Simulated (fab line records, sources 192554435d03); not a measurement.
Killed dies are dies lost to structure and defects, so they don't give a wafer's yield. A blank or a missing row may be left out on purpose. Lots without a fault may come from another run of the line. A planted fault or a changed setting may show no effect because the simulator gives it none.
fab line records | flow n5_finfet
record lots=13 wafers=39 last_day=22
route steps=1938 shown BEOL_M10@1523 BEOL_M11@1538 PASSIVATION@1936
lots that met no fault: from a run of the same line without faults
start_h: hours from the record's first day to the start of the lot's first wafer shown | wait_h: hours since the lot's step before | " the same as in the row above | L1.1+2: a row that stands for several wafers | - no value, or no start given | * or withheld: withheld | < > ~ a bound
route shown NAME@n: a module of which the file shows steps, and the number in the route of the first | usual: mean/standard deviation of fault-free wafers | same: alike in all rows | chamber/n: place in a boat | sites: the reading at each site | _std_site: their standard deviation | _edge_site: outer sites' mean less inner sites' | radius_mm: how far each site lies from the wafer's centre | mask NAME#n: copy n | behind: the tool/chamber that last shaped the wafer | hold: why the lot was held/for how many hours/how that ended | device: the transistor (n, p or np) that didn't switch | end of line: the same wafers' tests at the end of the route | a step without rows: its recipe alone | killed: dies lost to structure and defects at the first sort, not the wafer's yield | map: a wafer's dies, x killed, . not, _ none there
set.NAME: the setting as run; set.NAME@STEP: as run at that earlier step | model.NAME: the simulator's own value behind a step, which no gauge read
steps of the route over a sample of lots; a table a step, a row a wafer
services: from which hour (start_h, from the record's first day; less than 0 if before it) a tool's chamber was out of use, for how many hours, and why
## steps
# step N5_BEOL_M10_PRE_CLEAN_45
# recipe gas=H2/He time_s=30 temp_c=250
# usual heater_power_w=325/30
# columns lot.wafer tool chamber start_h wait_h heater_power_w
L448.2 pvd_sputter-02 - 268.14 0.0 337
L448.4 " - " " 369
L448.5 " - " " 310
L450.1 pvd_sputter-01 - 281.43 0.0 324
L450.4 " - " " 289
L450.6 " - " " 292
L452.1 pvd_sputter-01 - 301.09 0.0 289
L452.3 " - " " 332
L452.4 " - " " 333
L453.3 pvd_sputter-01 - 312.03 0.0 277
L453.4 " - " " 336
L453.5 " - " " 295
L463.3 pvd_sputter-02 - 399.53 0.0 367
L463.5 " - " " 299
L463.6 " - " " 305
L468.4 pvd_sputter-02 - 428.30 0.0 307
L468.5 " - " " 312
L468.6 " - " " 370
L470.3 pvd_sputter-03 - 429.21 0.0 285
L470.4 " - " " 321
L470.5 " - " " 359
L464.1 pvd_sputter-01 - 433.16 0.0 286
L464.2 " - " " 333
L464.3 " - " " 291
L465.1 pvd_sputter-03 - 441.70 0.0 286
L465.2 " - " " 363
L465.5 " - " " 373
L467.1 pvd_sputter-03 - 451.70 0.0 321
L467.5 " - " " 321
L467.6 " - " " 285
L462.1 pvd_sputter-02 - 452.27 0.0 310
L462.2 " - " " 293
L462.3 " - " " 348
L466.1 pvd_sputter-03 - 462.60 0.0 317
L466.4 " - " " 367
L466.5 " - " " 365
L469.3 pvd_sputter-02 - 464.10 0.0 289
L469.4 " - " " 363
L469.6 " - " " 366
# step N5_BEOL_M11_THK_MEAS_01
# recipe reads=SiCOH_lowk_of_BEOL_M11_ILD_DEP_00
# usual M11_ILD_THK=267.8/2.9
# columns lot.wafer tool chamber start_h wait_h M11_ILD_THK[nm]
L448.2 film_metro-01 - 270.30 0.4 269.4
L448.4 " - " " 271.7
L448.5 " - " " 269.9
L450.1 film_metro-02 - 284.36 0.8 266.7
L450.4 " - " " 273.6
L450.6 " - " " 269.3
L452.1 film_metro-02 - 303.34 0.4 263.4
L452.3 " - " " 263.1
L452.4 " - " " 270.4
L453.3 film_metro-01 - 314.24 0.3 265.6
L453.4 " - " " 269.4
L453.5 " - " " 267.5
L463.3 film_metro-02 - 403.16 0.5 262.9
L463.5 " - " " 268.2
L463.6 " - " " 267.6
L468.4 film_metro-01 - 430.73 0.2 267.9
L468.5 " - " " 269.4
L468.6 " - " " 266.6
L470.3 film_metro-01 - 433.71 0.3 267.6
L470.4 " - " " 268.5
L470.5 " - " " 273.1
L464.1 film_metro-01 - 435.43 0.4 267.6
L464.2 " - " " 267.0
L464.3 " - " " 265.3
L465.1 film_metro-02 - 444.88 0.4 264.0
L465.2 " - " " 264.5
L465.5 " - " " 267.1
L467.1 film_metro-02 - 453.99 0.4 267.2
L467.5 " - " " 268.2
L467.6 " - " " 272.3
L462.1 film_metro-01 - 454.82 0.4 265.7
L462.2 " - " " 270.7
L462.3 " - " " 271.7
L466.1 film_metro-01 - 465.57 0.8 264.8
L466.4 " - " " 265.5
L466.5 " - " " 268.1
L469.3 film_metro-01 - 466.30 0.3 266.4
L469.4 " - " " 266.5
L469.6 " - " " 266.6
# step N5_BEOL_M11_COAT_05
# recipe resist=CAR-ArF spin_rpm=1500 resist_thk_nm=90
# usual spin_speed_rpm=1499.9/1.1
# columns lot.wafer tool chamber start_h wait_h spin_speed_rpm
L448.2 litho_track-03 0 271.43 - 1502.6
L448.4 " 0 " " 1501.1
L448.5 " 0 " " 1499.3
L450.1 litho_track-03 0 285.90 - 1501.0
L450.4 " 0 " " 1500.1
L450.6 " 0 " " 1500.3
L452.1 litho_track-03 0 303.77 - 1317.3
L452.3 " 0 " " 1319.1
L452.4 " 0 " " 1318.3
L453.3 litho_track-03 0 314.60 - 1320.6
L453.4 " 0 " " 1317.8
L453.5 " 0 " " 1318.1
L463.3 litho_track-05 0 405.46 - 1500.1
L463.5 " 0 " " 1502.2
L463.6 " 0 " " 1501.8
L468.4 litho_track-01 0 432.54 - 1498.5
L468.5 " 0 " " 1499.6
L468.6 " 0 " " 1498.0
L470.3 litho_track-05 0 434.35 - 1498.6
L470.4 " 0 " " 1499.4
L470.5 " 0 " " 1502.4
L464.1 litho_track-01 0 437.21 - 1499.0
L464.2 " 0 " " 1500.9
L464.3 " 0 " " 1499.9
L465.1 litho_track-01 0 445.62 - 1500.4
L465.2 " 0 " " 1501.3
L465.5 " 0 " " 1501.1
L467.1 litho_track-05 0 455.68 - 1498.9
L467.5 " 0 " " 1498.1
L467.6 " 0 " " 1499.4
L462.1 litho_track-01 0 456.12 - 1498.8
L462.2 " 0 " " 1500.4
L462.3 " 0 " " 1498.2
L466.1 litho_track-05 0 466.55 - 1501.9
L466.4 " 0 " " 1501.9
L466.5 " 0 " " 1502.2
L469.3 litho_track-03 0 466.72 - 1497.9
L469.4 " 0 " " 1499.2
L469.6 " 0 " " 1498.6
# step N5_BEOL_M11_CD_MEAS_11
# recipe target_cd_nm=64.1 landing_energy_ev=500 detector=se_inlens polarity=opening
# usual cd_nm=63.9/0.44
# columns lot.wafer tool chamber start_h wait_h cd_nm
L448.2 cd_sem-03 0 271.80 - 64.0
L448.4 " 0 " " 63.9
L448.5 " 0 " " 64.2
L450.1 cd_sem-02 0 286.14 - 64.0
L450.4 " 0 " " 64.2
L450.6 " 0 " " 63.8
L452.1 cd_sem-02 0 304.01 - 63.9
L452.3 " 0 " " 63.4
L452.4 " 0 " " 63.6
L453.3 cd_sem-03 0 314.96 - 64.0
L453.4 " 0 " " 64.0
L453.5 " 0 " " 63.9
L463.3 cd_sem-02 0 405.82 - 64.1
L463.5 " 0 " " 63.9
L463.6 " 0 " " 64.1
L468.4 cd_sem-01 0 432.78 - 64.1
L468.5 " 0 " " 63.6
L468.6 " 0 " " 64.3
L470.3 cd_sem-01 0 434.72 - 63.5
L470.4 " 0 " " 63.8
L470.5 " 0 " " 64.0
L464.1 cd_sem-01 0 437.58 - 64.6
L464.2 " 0 " " 64.1
L464.3 " 0 " " 64.1
L465.1 cd_sem-02 0 445.99 - 63.7
L465.2 " 0 " " 64.3
L465.5 " 0 " " 64.0
L467.1 cd_sem-03 0 456.04 - 63.8
L467.5 " 0 " " 64.4
L467.6 " 0 " " 64.0
L462.1 cd_sem-02 0 456.36 - 63.2
L462.2 " 0 " " 64.0
L462.3 " 0 " " 63.2
L466.1 cd_sem-03 0 466.84 - 63.2
L466.4 " 0 " " 63.5
L466.5 " 0 " " 63.3
L469.3 cd_sem-01 0 467.08 - 64.2
L469.4 " 0 " " 63.8
L469.6 " 0 " " 63.6
# step N5_PASSIVATION_PROBE_49
# usual defect_limited_yield=91.4/1.2 killed_at_M0_to_M3=34/10 killed_at_M4_up=14/5.1 killed_at_contacts=12/6.4 killed_at_front_end=38/9.3 killed_at_other=4/3 killed_dies=102/15 killed_open=67/12 killed_short=33/6.9 sort_bin_5_function=5.0/0.86 sort_bin_6_memory=3.2/0.58 sort_n_pass=1078/15 sort_yield_pct=91.4/1.2
# same gross_dies=1180 killed_at_back_side=0 sort_bin_4_leakage[%]=0 sort_bin_8_speed[%]=0
# columns lot.wafer tool chamber start_h wait_h defect_limited_yield[%] killed_at_M0_to_M3 killed_at_M4_up killed_at_contacts killed_at_front_end killed_at_other killed_dies killed_open killed_short sort_bin_5_function[%] sort_bin_6_memory[%] sort_n_pass sort_yield_pct[%]
L465.1 prober-01 - 498.48 0.0 91.4 40 12 15 31 3 101 75 25 4.2 4.1 1079 91.4
L465.2 prober-01 - 498.53 0.1 91.2 38 13 7 45 1 104 73 29 5.3 3.2 1076 91.2
L465.5 prober-01 - 498.68 0.2 90.9 33 5 7 61 1 107 80 25 5.6 3.4 1073 90.9
L462.2 prober-01 - 505.29 0.1 91.5 40 19 3 33 5 100 69 30 5.1 3.1 1080 91.5
# killed by level:class
L465.1 MOL_CONTACT_COAG:geometric_particle:open=12 BEOL_M3:geometric_particle:open=12 STI_FIN_REVEAL:geometric_particle:open=11 BEOL_M2:geometric_particle:open=7 BEOL_M4:geometric_particle:open=6 DUMMY_GATE:geometric_particle:open=5 STI_FIN_REVEAL:geometric_particle:short=4 BEOL_M0_SAQP:geometric_particle:open=4
L465.2 STI_FIN_REVEAL:geometric_particle:open=18 BEOL_M3:geometric_particle:open=12 BEOL_M2:geometric_particle:open=10 MOL_CONTACT_COAG:geometric_particle:open=7 FIN_SAQP:geometric_particle:open=6 BEOL_M4:geometric_particle:open=6 STARTING-WAFER:geometric_particle:short=5 GATE_CUT:geometric_particle:short=4
L465.5 STI_FIN_REVEAL:geometric_particle:open=28 BEOL_M3:geometric_particle:open=10 FIN_SAQP:geometric_particle:open=9 BEOL_M1:geometric_particle:open=8 FIN_SAQP:geometric_particle:short=6 MOL_CONTACT_COAG:geometric_particle:open=6 BEOL_M1:geometric_particle:short=3 GATE_CUT:geometric_particle:short=3
L462.2 BEOL_M2:geometric_particle:open=9 BEOL_M0_SAQP:geometric_particle:open=8 BEOL_M0_SAQP:geometric_particle:short=8 STI_FIN_REVEAL:geometric_particle:open=7 DUMMY_GATE:geometric_particle:open=7 BEOL_M4:geometric_particle:open=7 BEOL_M1:geometric_particle:open=4 BEOL_M3:geometric_particle:open=4
## services
# columns tool chamber start_h hours kind
pvd_sputter-03 - 273.75 1.9 repair
litho_track-03 - 291.78 - consumable_replace:filter
pvd_sputter-03 - 368.86 6.0 repair
pvd_sputter-01 - 437.04 27.5 repair
## key
first_sign step=N5_BEOL_M11_COAT_05 reading=spin_speed_rpm direction=down sigmas=99+ usual=* struck=*
effect none on later readings
met_at N5_BEOL_M11_COAT_05
struck_lots L452,L453
not_acting_at N5_BEOL_M10_PRE_CLEAN_45,N5_BEOL_M11_THK_MEAS_01,N5_BEOL_M11_CD_MEAS_11
onset_between 285.90 303.77
fault kind=process_parameter_drift tool=litho_track-03 chamber=- onset_h=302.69 steps=N5_BEOL_M11_COAT_05 channel=spin_rpm offset=* shape=step end_h=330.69 acts_in=* stated=*
